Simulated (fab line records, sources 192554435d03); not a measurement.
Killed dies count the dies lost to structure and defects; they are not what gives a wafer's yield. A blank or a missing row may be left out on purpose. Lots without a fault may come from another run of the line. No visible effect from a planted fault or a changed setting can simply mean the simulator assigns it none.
Chamber matching    flow n5Finfet    N5_BEOL_M12_ILD_DEP_00 on pecvd-02 has 3 sister chambers
The step deposits SiOC from DEMS/O2, target thk 658.92 nm, time 130.7 s. 3 wafers are shown with their chamber, then 9 later ones without.

## WAFERS PAIRED WITH THEIR CHAMBERS
wafer   chamber  showerheadVppV (V)
L088.4  0        1413
L093.4  1        1316
L092.6  2        1360

## WAFERS WITH NO CHAMBER GIVEN
wafer   showerheadVppV (V)
L094.1  1394
L094.2  1383
L094.4  1347
L095.3  1412
L095.4  1359
L095.6  1414
L097.1  1323
L097.2  1369
L097.6  1391

## CHAMBER TAKEN BY EACH
wafer   from the rows above      in truth
L094.1  can't be placed: 0 or 2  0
L094.2  can't be placed: 2 or 0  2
L094.4  can't be placed: 2 or 1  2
L095.3  0                        0
L095.4  2                        2
L095.6  0                        0
L097.1  1                        1
L097.2  2                        2
L097.6  can't be placed: 0 or 2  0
5 of 9 placed correctly. Not placeable from these rows: 4 (in 4, the candidates include the true chamber). Number placed wrongly: 0.
How it was worked out, from the rows above alone: a wafer's distance from a chamber is the root of the sum, over the readings, of the square of ((its reading less the chamber's mean) divided by the reading's scatter). The wafer belongs to the nearest chamber; if the next one is less than 2 further off, it can't be placed. For every chamber, the mean is computed from those of its wafers that are shown. The scatter: with one shown wafer a chamber, the root of the mean of the squares of how far each hidden wafer lies from its nearest shown one.
